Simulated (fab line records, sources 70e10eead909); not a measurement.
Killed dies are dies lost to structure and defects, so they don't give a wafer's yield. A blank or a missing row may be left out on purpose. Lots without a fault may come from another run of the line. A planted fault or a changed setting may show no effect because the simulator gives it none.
Which tool did it? | flow nand_harc | 24 lots, 72 wafers sampled, at 6 steps of a route of 1302

WHAT THE GAUGES READ, wafer by wafer
NHARC_A_CONTACT_CD_MEAS_69: target cd 300 nm.
lot  | measured     | on        | cd_nm (nm)
L075 | day 22 01:22 | cd_sem-01 | 300.4 299.9 299.9
L077 | day 22 13:31 | cd_sem-03 | 299.7 299.8 299.1
L076 | day 22 14:51 | cd_sem-03 | 300.7 300.0 300.2
L078 | day 22 19:31 | cd_sem-02 | 300.1 299.7 300.0
L074 | day 22 20:00 | cd_sem-03 | 300.1 299.4 300.1
L081 | day 23 20:02 | cd_sem-02 | 300.8 300.0 300.6
L079 | day 23 20:44 | cd_sem-01 | 300.7 300.3 299.6
L080 | day 24 00:25 | cd_sem-03 | 299.0 299.9 299.3
L083 | day 25 05:50 | cd_sem-02 | 299.6 299.2 299.2
L082 | day 25 08:18 | cd_sem-03 | 300.3 299.7 300.1
L085 | day 26 06:16 | cd_sem-01 | 300.7 300.0 299.9
L084 | day 26 19:30 | cd_sem-01 | 299.2 300.0 300.0
L086 | day 26 23:48 | cd_sem-02 | 300.5 300.2 301.2
L087 | day 27 23:44 | cd_sem-03 | 299.2 299.5 300.1
L090 | day 27 23:53 | cd_sem-01 | 299.8 299.3 299.5
L088 | day 28 03:05 | cd_sem-01 | 300.1 300.7 300.6
L089 | day 28 06:58 | cd_sem-03 | 300.8 300.9 300.9
L091 | day 28 11:35 | cd_sem-02 | 300.6 301.0 301.5
L092 | day 29 17:03 | cd_sem-01 | 300.0 300.3 300.3
L093 | day 30 00:25 | cd_sem-01 | 299.4 300.2 299.5
L095 | day 30 22:07 | cd_sem-02 | 301.4 299.9 301.0
L096 | day 31 02:52 | cd_sem-01 | 300.3 300.3 300.5
L094 | day 31 06:31 | cd_sem-01 | 299.3 299.9 299.8
L097 | day 31 18:28 | cd_sem-03 | 300.9 299.8 300.7

NHARC_A_CONTACT_OVL_MEAS_09.
lot  | measured     | on         | overlay_x_nm (nm) | overlay_y_nm (nm)
L075 | day 22 11:53 | overlay-02 | 0.5 0.7 0.4       | -1.4 -1.4 -1.3
L077 | day 22 21:15 | overlay-02 | 0.3 0.2 0.0       | 0.9 0.8 0.9
L076 | day 23 03:15 | overlay-01 | -0.1 0.2 -0.3     | -1.4 -1.4 -1.1
L078 | day 23 04:57 | overlay-01 | -0.3 0.1 -0.1     | -1.0 -1.1 -1.3
L074 | day 23 05:24 | overlay-02 | 1.3 0.4 0.8       | -0.1 -0.3 -0.5
L081 | day 24 05:01 | overlay-01 | 0.2 -0.3 -0.4     | 1.8 2.3 2.0
L079 | day 24 06:52 | overlay-01 | 0.0 0.5 0.3       | 0.4 0.1 0.1
L080 | day 24 08:39 | overlay-02 | -0.8 -1.1 -0.6    | 0.9 1.1 0.8
L083 | day 25 13:41 | overlay-01 | 0.7 0.4 0.7       | 0.5 0.2 0.3
L082 | day 25 17:17 | overlay-01 | -0.6 -0.6 -0.4    | 0.6 1.0 0.9
L085 | day 26 15:08 | overlay-01 | 0.3 -0.3 -0.5     | -2.1 -2.0 -1.7
L084 | day 27 03:26 | overlay-01 | 1.0 0.3 0.9       | 0.9 1.4 1.4
L086 | day 27 07:46 | overlay-01 | -1.1 -1.3 -0.9    | -0.3 0.1 -1.0
L087 | day 28 08:10 | overlay-02 | -0.7 0.0 -0.3     | -0.1 0.3 -0.1
L090 | day 28 08:25 | overlay-01 | -0.5 -0.4 -0.3    | -0.1 -0.4 -0.5
L088 | day 28 11:43 | overlay-01 | -0.8 -0.4 -0.4    | 0.1 0.5 0.7
L089 | day 28 14:50 | overlay-01 | 0.0 0.3 0.3       | -0.7 -1.3 -0.9
L091 | day 28 20:23 | overlay-02 | 0.2 0.3 -0.2      | -0.4 -0.9 -0.3
L092 | day 30 01:55 | overlay-02 | 0.8 0.3 0.8       | -0.6 -1.0 -0.8
L093 | day 30 08:47 | overlay-02 | 0.0 0.0 -0.6      | -1.3 -1.4 -1.4
L095 | day 31 10:04 | overlay-02 | 0.0 0.6 0.3       | 1.1 1.2 1.5
L096 | day 31 11:56 | overlay-01 | 0.0 -0.3 0.2      | 0.3 -0.6 -0.3
L094 | day 31 15:18 | overlay-02 | -0.4 0.0 0.1      | 0.1 0.3 0.4
L097 | day 32 05:47 | overlay-02 | -1.2 -1.2 -1.1    | 0.3 0.4 0.4

WHICH TOOL RAN EACH LOT (tool, then ch and the chambers of the sampled wafers, then the start)
lot  | NHARC_A_CONTACT_ETCH_75            | NHARC_A_CONTACT_ETCH_127             | NHARC_A_CONTACT_ETCH_128             | NHARC_A_CONTACT_ETCH_133
L075 | rie_diel-04 ch 0,2,3, day 22 01:38 | har_cap_etch-03 ch 0,1, day 22 03:38 | har_cap_etch-03 ch 0,1, day 22 03:49 | har_cap_etch-03 ch 0,1, day 22 04:52
L077 | rie_diel-08 ch 1,2,3, day 22 13:47 | har_cap_etch-03 ch 0,1, day 22 15:48 | har_cap_etch-03 ch 0,1, day 22 15:59 | har_cap_etch-03 ch 0,1, day 22 16:52
L076 | rie_diel-04 ch 0,3, day 22 15:07   | har_cap_etch-02 ch 0,1, day 22 17:20 | har_cap_etch-02 ch 0,1, day 22 17:31 | har_cap_etch-02 ch 0,1, day 22 18:28
L078 | rie_diel-05 ch 0,1,2, day 22 19:48 | har_cap_etch-01 ch 0,1, day 22 21:47 | har_cap_etch-01 ch 0,1, day 22 21:58 | har_cap_etch-01 ch 0,1, day 22 22:51
L074 | rie_diel-04 ch 1,3, day 22 20:16   | har_cap_etch-03 ch 0,1, day 22 22:21 | har_cap_etch-03 ch 0,1, day 22 22:31 | har_cap_etch-03 ch 0,1, day 22 23:29
L081 | rie_diel-04 ch 0,1,3, day 23 20:18 | har_cap_etch-01 ch 0,1, day 23 22:19 | har_cap_etch-01 ch 0,1, day 23 22:29 | har_cap_etch-01 ch 0,1, day 23 23:22
L079 | rie_diel-04 ch 1,2,3, day 23 21:30 | har_cap_etch-03 ch 0,1, day 23 23:30 | har_cap_etch-03 ch 0,1, day 23 23:41 | har_cap_etch-03 ch 0,1, day 24 00:34
L080 | rie_diel-04 ch 0,2,3, day 24 00:41 | har_cap_etch-02 ch 0,1, day 24 02:44 | har_cap_etch-02 ch 0,1, day 24 02:55 | har_cap_etch-02 ch 0,1, day 24 03:50
L083 | rie_diel-04 ch 0,3, day 25 06:07   | har_cap_etch-02 ch 0,1, day 25 08:09 | har_cap_etch-02 ch 0,1, day 25 08:20 | har_cap_etch-02 ch 0,1, day 25 09:15
L082 | rie_diel-08 ch 0,1,2, day 25 08:37 | har_cap_etch-01 ch 0,1, day 25 10:38 | har_cap_etch-01 ch 0,1, day 25 10:49 | har_cap_etch-01 ch 0,1, day 25 11:44
L085 | rie_diel-04 ch 0,1,3, day 26 06:32 | har_cap_etch-03 ch 0,1, day 26 08:32 | har_cap_etch-03 ch 0,1, day 26 08:43 | har_cap_etch-03 ch 0,1, day 26 09:36
L084 | rie_diel-08 ch 0,2,3, day 26 19:46 | har_cap_etch-02 ch 0,1, day 26 21:46 | har_cap_etch-02 ch 0,1, day 26 21:57 | har_cap_etch-02 ch 0,1, day 26 22:50
L086 | rie_diel-04 ch 0,1,3, day 27 00:05 | har_cap_etch-01 ch 0,1, day 27 02:07 | har_cap_etch-01 ch 0,1, day 27 02:18 | har_cap_etch-01 ch 0,1, day 27 03:13
L087 | rie_diel-05 ch 1,2, day 28 00:00   | har_cap_etch-03 ch 0,1, day 28 02:02 | har_cap_etch-03 ch 0,1, day 28 02:13 | har_cap_etch-03 ch 0,1, day 28 03:08
L090 | rie_diel-04 ch 0,3, day 28 00:10   | har_cap_etch-02 ch 0,1, day 28 02:13 | har_cap_etch-02 ch 0,1, day 28 02:23 | har_cap_etch-02 ch 0,1, day 28 03:22
L088 | rie_diel-04 ch 1,2,3, day 28 03:22 | har_cap_etch-03 ch 0,1, day 28 05:25 | har_cap_etch-03 ch 0,1, day 28 05:36 | har_cap_etch-03 ch 0,1, day 28 06:29
L089 | rie_diel-08 ch 0,2,3, day 28 07:14 | har_cap_etch-02 ch 0,1, day 28 09:17 | har_cap_etch-02 ch 0,1, day 28 09:28 | har_cap_etch-02 ch 0,1, day 28 10:20
L091 | rie_diel-05 ch 1,2,3, day 28 11:53 | har_cap_etch-02 ch 0,1, day 28 14:01 | har_cap_etch-02 ch 0,1, day 28 14:11 | har_cap_etch-02 ch 0,1, day 28 15:06
L092 | rie_diel-04 ch 0,1,3, day 29 17:19 | har_cap_etch-01 ch 0,1, day 29 19:22 | har_cap_etch-01 ch 0,1, day 29 19:32 | har_cap_etch-01 ch 0,1, day 29 20:28
L093 | rie_diel-04 ch 0,1,2, day 30 00:41 | har_cap_etch-02 ch 0, day 30 02:47   | har_cap_etch-02 ch 0, day 30 03:02   | har_cap_etch-02 ch 0, day 30 04:16
L095 | rie_diel-04 ch 0,1,2, day 30 22:23 | har_cap_etch-02 ch 0,1, day 31 00:26 | har_cap_etch-02 ch 0,1, day 31 00:37 | har_cap_etch-02 ch 0,1, day 31 01:32
L096 | rie_diel-04 ch 0,1,2, day 31 03:09 | har_cap_etch-03 ch 0,1, day 31 05:10 | har_cap_etch-03 ch 0,1, day 31 05:21 | har_cap_etch-03 ch 0,1, day 31 06:16
L094 | rie_diel-05 ch 1,2,3, day 31 06:48 | har_cap_etch-01 ch 0,1, day 31 08:53 | har_cap_etch-01 ch 0,1, day 31 09:04 | har_cap_etch-01 ch 0,1, day 31 09:57
L097 | rie_diel-08 ch 0,3, day 31 18:46   | har_cap_etch-03 ch 0,1, day 31 20:58 | har_cap_etch-03 ch 0,1, day 31 21:09 | har_cap_etch-03 ch 0,1, day 31 22:07
- NHARC_A_CONTACT_ETCH_75: etches the open film in CF4, target depth 39 nm, time 65 s.
- NHARC_A_CONTACT_ETCH_127: etches the open film in C4F8/O2/Ar, time 197 s, target depth 1918 nm.
- NHARC_A_CONTACT_ETCH_128: etches the open film in C4F8/O2/Ar, time 197 s, target depth 1918 nm.
- NHARC_A_CONTACT_ETCH_133: etches the open film in C4F8/O2/Ar, time 374 s, target depth 1610 nm.

WHAT THE TOOLS THEMSELVES READ (means of the sampled wafers that have a number; where no wafer has one, the mark that the record gives instead)
NHARC_A_CONTACT_ETCH_75.
lot  | tool        | drypump_motor_current_A (A) | oes_product_au (a.u.) | rf_vpp_V (V) | showerhead_plenum_p_Torr (Torr) | throttle_valve_pct (%)
L075 | rie_diel-04 | 5.82                        | 0.996                 | 151.0        | 1.78                            | 13.283
L077 | rie_diel-08 | 5.81                        | 1.003                 | 151.7        | 1.85                            | 13.278
L076 | rie_diel-04 | 5.79                        | 0.996                 | 150.9        | 1.72                            | 13.286
L078 | rie_diel-05 | 5.86                        | 0.998                 | 152.0        | 1.83                            | 13.285
L074 | rie_diel-04 | 5.60                        | 0.993                 | 151.9        | 1.82                            | 13.283
L081 | rie_diel-04 | 5.64                        | 1.008                 | 151.4        | 1.74                            | 13.280
L079 | rie_diel-04 | 5.70                        | 1.003                 | 151.0        | 1.81                            | 13.282
L080 | rie_diel-04 | 5.82                        | 1.002                 | 152.2        | 1.78                            | 13.284
L083 | rie_diel-04 | 5.73                        | 1.001                 | 151.6        | 1.79                            | 13.287
L082 | rie_diel-08 | 6.05                        | 1.002                 | 152.4        | 1.83                            | 13.287
L085 | rie_diel-04 | 5.66                        | 1.001                 | 150.7        | 1.74                            | 13.278
L084 | rie_diel-08 | 5.67                        | 0.997                 | 150.8        | 1.79                            | 13.283
L086 | rie_diel-04 | 5.66                        | 1.002                 | 151.4        | 1.74                            | 13.289
L087 | rie_diel-05 | 6.05                        | 0.996                 | 151.5        | 1.82                            | 13.283
L090 | rie_diel-04 | 5.73                        | 1.002                 | 151.3        | 1.79                            | 13.274
L088 | rie_diel-04 | 5.73                        | 1.000                 | 151.8        | 1.80                            | 13.293
L089 | rie_diel-08 | 5.65                        | 1.004                 | 151.4        | 1.78                            | 13.285
L091 | rie_diel-05 | 5.99                        | 1.007                 | 151.0        | 1.77                            | 13.290
L092 | rie_diel-04 | 5.66                        | 1.001                 | 151.2        | 1.74                            | 13.277
L093 | rie_diel-04 | 5.74                        | 1.008                 | 151.2        | 1.72                            | 13.291
L095 | rie_diel-04 | 5.76                        | 0.994                 | 152.1        | 1.81                            | 13.281
L096 | rie_diel-04 | 5.75                        | 0.992                 | 151.8        | 1.81                            | 13.282
L094 | rie_diel-05 | 5.97                        | 1.014                 | 150.6        | 1.77                            | 13.278
L097 | rie_diel-08 | 5.42                        | 1.001                 | 151.0        | 1.73                            | 13.289

THE ANSWER, worked out from the rows above alone
Rule: what is usual is taken from the lots themselves. Put in order of their means at a reading, lots are off if they are a third of the lots or fewer, leave a main group of 4 or more, and stand apart from it by a gap of 3 or more times the standard deviation of the main group's means; of several such gaps the widest counts. A main group whose means are all the same, to the digits that the tables above print for the reading, isn't used. A lot without any number at a reading at which 4 lots or more have one is off too. The other lots that the step has rows for count as sound. The gauges are gone through in route order, then the tools' own readings, and for those a lot's mean is taken as printed above. The first step at which some lot is off is used, and at that step the reading that is off furthest; a lot without a number counts as furthest.
No lot is off at any reading shown: from this, nothing can be told.

WHAT THE SIMULATOR HAD PUT IN
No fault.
